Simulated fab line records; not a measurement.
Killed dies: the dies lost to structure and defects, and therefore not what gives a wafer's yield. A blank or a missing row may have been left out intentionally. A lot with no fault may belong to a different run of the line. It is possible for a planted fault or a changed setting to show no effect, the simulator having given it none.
fab line records + flow n5Finfet + part 2 of 2: steps 23 to 30 of 30
record:
- lots: 5
- wafers: 15
- lastDay: 17
route steps=1938 shown GATE_CUT@516 MOL_CONTACT_COAG@517
lots untouched by any fault: they come from a run of this same line in which no faults occurred
startH: start of the lot's first displayed wafer, in hours after the record's first day + waitH: hours since the lot's step before + " as in the row above + L1.1+2: several wafers, shown together as one row + - no value, or no start given + * or withheld: withheld + < > ~ a bound
route shown NAME@n: NAME is a module with steps in the file, n the number in the route of the first one + usual: mean/standard deviation taken from wafers without a fault + same: alike in all rows + chamber/n: place in a boat + sites: per-site readings + _std_site: standard deviation across them + _edge_site: inner sites' mean taken away from outer sites' mean + radiusMm: how far each site lies from the wafer's centre + mask NAME#n: copy n + behind: the most recent tool/chamber to have shaped the wafer + hold: why the lot was held/for how many hours/how that ended + device: transistor that didn't switch, given as n, p or np + end of line: the tests these same wafers got at the end of their route + a step without rows: its recipe alone + killed: the dies lost at the first sort to structure and to defects; this is not the yield of the wafer + map: dies across one wafer; x = killed, . = not, _ = none there
set.NAME: the run value of the setting; set.NAME@STEP: its run value at that earlier step + model.NAME: the simulator's own value behind a step, which no gauge read
a table for each step, a row for each wafer; lots at some steps of the route
services: when a tool's chamber went out of use (startH, in hours from the record's first day, below 0 if earlier), for how many hours, and the reason
== steps ==
step: N5_MOL_CONTACT_COAG_ETCH_110
recipe:
- chemistry: CF4/O2
- target: Si
- targetDepthA: 25
- timeS: 8
- pressureMtorr: 100
- sourceW: 200
- biasW: 12
- ionEnergyEv: 60
- Ar_flow_sccm: 100
- cf4FlowSccm: 100
- O2_flow_sccm: 10
usual:
- biasW: 12.00/0.037
- drypumpMotorCurrentA: 5.6/0.4
- oesProductAu: 0.78/0.091
- rfVppV: 126/5.2
- showerheadPlenumPTorr: 2.19/0.048
- throttleValvePct: 10.80/0.15
| lot.wafer | tool       | chamber | startH | waitH | biasW | drypumpMotorCurrentA | oesProductAu | rfHoursCounterH | rfVppV | showerheadPlenumPTorr | throttleValvePct |
|-----------|------------|---------|--------|-------|-------|----------------------|--------------|-----------------|--------|-----------------------|------------------|
| L076.1    | rieDiel-04 | 1       | 102.10 | 0.0   | 12.04 | 5.1                  | 0.78         | 125             | 125    | 2.15                  | 10.95            |
| L076.2    | "          | 0       | "      | "     | 12.00 | 6.1                  | 0.73         | 186             | 124    | 2.28                  | 10.80            |
| L076.3    | "          | 3       | "      | "     | 12.01 | 5.5                  | 0.81         | 95              | 126    | 2.17                  | 10.74            |
| L081.1    | rieDiel-06 | 0       | 130.44 | 0.0   | 11.93 | 5.7                  | 0.67         | 238             | 117    | 2.19                  | 10.97            |
| L081.4    | "          | 3       | "      | "     | 12.08 | 5.5                  | 0.90         | 43              | 129    | 2.19                  | 10.56            |
| L081.5    | "          | 2       | "      | "     | 11.99 | 5.5                  | 0.73         | -               | 132    | 2.21                  | 10.96            |
| L082.1    | rieDiel-06 | 1       | 137.54 | 0.0   | 11.99 | 6.2                  | 0.95         | 20              | 137    | 2.18                  | 10.68            |
| L082.2    | "          | 2       | "      | "     | 11.96 | 5.5                  | 0.73         | 170             | 130    | 2.21                  | 10.97            |
| L082.4    | "          | 3       | "      | "     | 11.97 | 5.5                  | 0.88         | 45              | 127    | 2.19                  | 10.57            |
| L088.1    | rieDiel-02 | 3       | 172.03 | 0.0   | 12.04 | 5.2                  | 0.90         | 45              | 127    | 2.18                  | 10.70            |
| L088.2    | "          | 2       | "      | "     | 12.11 | 4.8                  | 0.75         | 176             | 125    | 2.27                  | 10.71            |
| L088.3    | "          | 1       | "      | "     | 11.98 | 5.6                  | 0.71         | 197             | 123    | 2.12                  | 10.76            |
| L096.1    | rieDiel-06 | 3       | 224.13 | 0.0   | 12.01 | 5.5                  | 0.82         | 80              | 127    | 2.18                  | 10.66            |
| L096.3    | "          | 1       | "      | "     | 11.98 | 6.2                  | 0.88         | 57              | 136    | 2.17                  | 10.79            |
| L096.6    | "          | 1       | "      | "     | 12.02 | 6.2                  | 0.87         | -               | 136    | 2.16                  | 10.79            |
step: N5_MOL_CONTACT_COAG_STRIP_98
recipe:
- chemistry: N2/H2
- powerW: 500
- tempC: 40
- pressureMtorr: 50
- rfFrequencyHz: 6e+07
- overashFraction: 0.3
- biasPowerW: 8
- h2Frac: 0.5
- n2FlowSccm: 300
- h2FlowSccm: 300
usual:
- drypumpMotorCurrentA: 5.6/0.4
- oesProductAu: 0.78/0.086
- rfVppV: 54.1/1.6
- showerheadPlenumPTorr: 3.32/0.092
- throttleValvePct: 18.9/0.47
| lot.wafer | tool       | chamber | startH | waitH | drypumpMotorCurrentA | oesProductAu | rfHoursCounterH | rfVppV | showerheadPlenumPTorr | throttleValvePct |
|-----------|------------|---------|--------|-------|----------------------|--------------|-----------------|--------|-----------------------|------------------|
| L076.1    | rieDiel-04 | 1       | 102.15 | 0.0   | 5.1                  | 0.79         | 125             | 54.0   | 3.26                  | 20.0             |
| L076.2    | "          | 0       | "      | "     | 6.1                  | 0.73         | 186             | 55.6   | 3.49                  | 19.0             |
| L076.3    | "          | 3       | "      | "     | 5.5                  | 0.81         | 95              | 53.3   | 3.21                  | 18.0             |
| L081.1    | rieDiel-06 | 0       | 130.49 | 0.0   | 5.7                  | 0.66         | 238             | 55.1   | 3.33                  | 18.9             |
| L081.4    | "          | 3       | "      | "     | 5.5                  | 0.88         | 43              | 55.9   | 3.28                  | 18.8             |
| L081.5    | "          | 2       | "      | "     | 5.5                  | 0.76         | -               | 54.7   | 3.39                  | 19.5             |
| L082.1    | rieDiel-06 | 1       | 137.58 | 0.0   | 6.2                  | 0.93         | 20              | 54.6   | 3.29                  | 19.0             |
| L082.2    | "          | 2       | "      | "     | 5.5                  | 0.75         | 170             | 55.8   | 3.39                  | 19.6             |
| L082.4    | "          | 3       | "      | "     | 5.5                  | 0.87         | 45              | 55.3   | 3.28                  | 18.8             |
| L088.1    | rieDiel-02 | 3       | 172.07 | 0.0   | 5.2                  | 0.87         | 45              | 54.4   | 3.31                  | 19.3             |
| L088.2    | "          | 2       | "      | "     | 4.8                  | 0.74         | 176             | 55.5   | 3.49                  | 18.9             |
| L088.3    | "          | 1       | "      | "     | 5.7                  | 0.73         | 197             | 52.3   | 3.19                  | 18.5             |
| L096.1    | rieDiel-06 | 3       | 224.18 | 0.0   | 5.5                  | 0.82         | 80              | 54.0   | 3.26                  | 18.9             |
| L096.3    | "          | 1       | "      | "     | 6.2                  | 0.87         | 57              | 53.9   | 3.28                  | 19.0             |
| L096.6    | "          | 1       | "      | "     | 6.2                  | 0.87         | -               | 52.1   | 3.28                  | 19.0             |
step: N5_MOL_CONTACT_COAG_CD_MEAS_99
recipe:
- targetCdNm: 17.2
- polarity: opening
usual:
- cdNm: 17.3/0.43
| lot.wafer | tool     | chamber | startH | waitH | cdNm |
|-----------|----------|---------|--------|-------|------|
| L076.1    | cdSem-02 | -       | 102.22 | -     | 16.7 |
| L076.2    | "        | -       | "      | "     | 17.0 |
| L076.3    | "        | -       | "      | "     | 17.0 |
| L081.1    | cdSem-01 | -       | 130.56 | -     | 17.3 |
| L081.4    | "        | -       | "      | "     | 17.4 |
| L081.5    | "        | -       | "      | "     | 16.7 |
| L082.1    | cdSem-03 | -       | 137.65 | -     | 17.2 |
| L082.2    | "        | -       | "      | "     | 17.3 |
| L082.4    | "        | -       | "      | "     | 18.2 |
| L088.1    | cdSem-01 | -       | 172.14 | -     | 16.9 |
| L088.2    | "        | -       | "      | "     | 17.5 |
| L088.3    | "        | -       | "      | "     | 16.1 |
| L096.1    | cdSem-03 | -       | 224.25 | -     | 17.0 |
| L096.3    | "        | -       | "      | "     | 16.8 |
| L096.6    | "        | -       | "      | "     | 17.0 |
step: N5_MOL_CONTACT_COAG_IMPLANT_129
recipe:
- species: Ge
- energyKev: 3
- doseCm2: 6e+14
- tiltDeg: 0
- rotationDeg: 0
| lot.wafer  | tool         | chamber | startH | waitH |
|------------|--------------|---------|--------|-------|
| L076.1+2+3 | implanter-02 | 0       | 102.25 | 0.0   |
| L081.1+4+5 | implanter-02 | 0       | 130.60 | 0.0   |
| L082.1+2+4 | implanter-02 | 0       | 137.69 | 0.0   |
| L088.1+2+3 | implanter-02 | 0       | 172.18 | 0.0   |
| L096.1+3+6 | implanter-01 | 0       | 224.28 | 0.0   |
step: N5_MOL_CONTACT_COAG_PRECLEAN_111
recipe:
- chemistry: NF3:NH3
- afsCycles: 1
- tempC: 30
- timeS: 20
- sublimationTempC: 180
- sublimationTimeS: 60
- pressureTorr: 3
- rfPowerW: 30
| lot.wafer  | tool            | chamber | startH | waitH |
|------------|-----------------|---------|--------|-------|
| L076.1+2+3 | remotePlasma-01 | 0       | 103.69 | 1.4   |
| L081.1+4+5 | remotePlasma-02 | 0       | 131.30 | 0.7   |
| L082.1+2+4 | remotePlasma-02 | 0       | 140.13 | 2.4   |
| L088.1+2+3 | remotePlasma-02 | 0       | 172.91 | 0.7   |
| L096.1+3+6 | remotePlasma-01 | 1       | 224.94 | 0.6   |
step: N5_MOL_CONTACT_COAG_TI_SIL_19
recipe:
- material: Ti
- targetThkA: 42
- tempC: 200
- chamberPressurePa: 5
- powerW: 5000
- timeS: 15
usual:
- throttleValvePct: 29.5/1
| lot.wafer | tool          | chamber | startH | waitH | throttleValvePct |
|-----------|---------------|---------|--------|-------|------------------|
| L076.1    | pvdSputter-03 | -       | 103.91 | 0.2   | 28.9             |
| L076.2    | "             | -       | "      | "     | 27.4             |
| L076.3    | "             | -       | "      | "     | 29.7             |
| L081.1    | pvdSputter-01 | -       | 131.61 | 0.3   | 31.9             |
| L081.4    | "             | -       | "      | "     | 30.4             |
| L081.5    | "             | -       | "      | "     | 30.2             |
| L082.1    | pvdSputter-03 | -       | 140.41 | 0.2   | 28.0             |
| L082.2    | "             | -       | "      | "     | 28.9             |
| L082.4    | "             | -       | "      | "     | 30.1             |
| L088.1    | pvdSputter-01 | -       | 173.31 | 0.4   | 30.1             |
| L088.2    | "             | -       | "      | "     | 31.9             |
| L088.3    | "             | -       | "      | "     | 28.2             |
| L096.1    | pvdSputter-02 | -       | 225.37 | 0.4   | 30.7             |
| L096.3    | "             | -       | "      | "     | 30.1             |
| L096.6    | "             | -       | "      | "     | 30.2             |
step: N5_MOL_CONTACT_COAG_ALD_20
recipe:
- material: TiN
- targetThkA: 15
- tempC: 400
- aldPrecursorFamily: TiCl4
- aldCoReactant: NH3
- pulseTimeS: 1
- purgeTimeS: 3
- coReactantPurgeTimeS: 2
- coReactantPulseTimeS: 2
- aldCycles: 68
- pressureTorr: 3
usual:
- heaterPowerW: 931/99
- precursorPulseHeightRel: 1.000/0.019
| lot.wafer | tool        | chamber | startH | waitH | heaterPowerW | precursorPulseHeightRel |
|-----------|-------------|---------|--------|-------|--------------|-------------------------|
| L076.1    | aldMetal-01 | 0       | 104.03 | 0.1   | 1133         | 1.012                   |
| L076.2    | "           | 1       | "      | "     | 829          | 1.010                   |
| L076.3    | "           | 2       | "      | "     | 995          | 1.005                   |
| L081.1    | aldMetal-03 | 3       | 131.73 | 0.1   | 981          | 0.998                   |
| L081.4    | "           | 0       | "      | "     | 910          | 0.975                   |
| L081.5    | "           | 0       | "      | "     | 913          | 0.973                   |
| L082.1    | aldMetal-03 | 1       | 140.54 | 0.1   | 1081         | 0.996                   |
| L082.2    | "           | 3       | "      | "     | 926          | 0.995                   |
| L082.4    | "           | 2       | "      | "     | 949          | 0.982                   |
| L088.1    | aldMetal-04 | 3       | 173.43 | 0.1   | 781          | 0.997                   |
| L088.2    | "           | 0       | "      | "     | 877          | 1.000                   |
| L088.3    | "           | 1       | "      | "     | 930          | 0.992                   |
| L096.1    | aldMetal-04 | 1       | 225.49 | 0.1   | 906          | 0.998                   |
| L096.3    | "           | 2       | "      | "     | 1014         | 1.015                   |
| L096.6    | "           | 0       | "      | "     | 882          | 0.999                   |
step: N5_MOL_CONTACT_COAG_SIL_ANNEAL_21
recipe:
- tempC: 550
- timeS: 60
- ambient: N2
usual:
- lampPowerPct: 7.0/1
- lamp_zone_6_pct: 7.0/1
- wafer_temp_C_max: 553.5/0.66
| lot.wafer | tool         | chamber | startH | waitH | lampPowerPct | lamp_zone_6_pct | wafer_temp_C_max |
|-----------|--------------|---------|--------|-------|--------------|-----------------|------------------|
| L076.1    | rtpAnneal-01 | 0       | 104.51 | 0.3   | 7.9          | 7.8             | 553.2            |
| L076.2    | "            | 0       | "      | "     | 7.9          | 7.8             | 552.7            |
| L076.3    | "            | 0       | "      | "     | 7.9          | 7.8             | 553.0            |
| L081.1    | rtpAnneal-01 | 0       | 132.10 | 0.2   | 7.9          | 7.8             | 553.9            |
| L081.4    | "            | 0       | "      | "     | 7.9          | 7.8             | 552.9            |
| L081.5    | "            | 0       | "      | "     | 7.9          | 7.8             | 554.3            |
| L082.1    | rtpAnneal-02 | 0       | 141.01 | 0.3   | 5.9          | 5.8             | 553.6            |
| L082.2    | "            | 0       | "      | "     | 5.8          | 5.8             | 552.6            |
| L082.4    | "            | 0       | "      | "     | 5.8          | 5.8             | 553.2            |
| L088.1    | rtpAnneal-02 | 0       | 173.81 | 0.2   | 5.8          | 5.8             | 553.7            |
| L088.2    | "            | 0       | "      | "     | 5.8          | 5.8             | 553.9            |
| L088.3    | "            | 0       | "      | "     | 5.8          | 5.8             | 554.4            |
| L096.1    | rtpAnneal-02 | 0       | 225.87 | 0.2   | 5.8          | 5.8             | 553.9            |
| L096.3    | "            | 0       | "      | "     | 5.8          | 5.8             | 553.2            |
| L096.6    | "            | 0       | "      | "     | 5.8          | 5.8             | 554.8            |
== services ==
| tool          | chamber | startH | hours | kind                        |
|---------------|---------|--------|-------|-----------------------------|
| euvScanner-01 | -       | 83.94  | 5.8   | pm                          |
| implanter-02  | -       | 85.21  | 2.7   | repair                      |
| euvScanner-01 | -       | 90.39  | 1.0   | pm                          |
| aldMetal-03   | -       | 95.11  | 6.0   | pm                          |
| euvScanner-01 | -       | 97.42  | 0.2   | repair                      |
| pvdSputter-01 | -       | 98.79  | 7.4   | repair                      |
| pvdSputter-01 | -       | 108.92 | 5.7   | repair                      |
| euvScanner-01 | -       | 118.25 | 17.3  | pm                          |
| aldMetal-04   | -       | 132.24 | 8.7   | pm                          |
| euvScanner-02 | -       | 135.55 | 1.0   | pm                          |
| euvScanner-01 | -       | 146.54 | 1.0   | pm                          |
| rieDiel-06    | 2       | 148.52 | 29.0  | repair                      |
| pvdSputter-01 | -       | 166.67 | 1.7   | repair                      |
| rieDiel-02    | 3       | 166.84 | 4.9   | repair                      |
| euvScanner-02 | -       | 168.35 | 4.6   | pm                          |
| rieDiel-02    | -       | 177.25 | 2.8   | pm                          |
| rieDiel-06    | 0       | 177.60 | -     | clean                       |
| rieDiel-06    | 0       | 177.60 | -     | consumableReplace:focusRing |
| rieDiel-04    | 2       | 179.58 | 5.0   | repair                      |
| euvScanner-02 | -       | 189.65 | 1.0   | pm                          |
| rieDiel-02    | 0       | 197.42 | 3.8   | repair                      |
| euvScanner-01 | -       | 202.69 | 1.0   | pm                          |
| euvScanner-02 | -       | 214.39 | 0.4   | repair                      |
| euvScanner-01 | -       | 215.04 | 4.6   | pm                          |
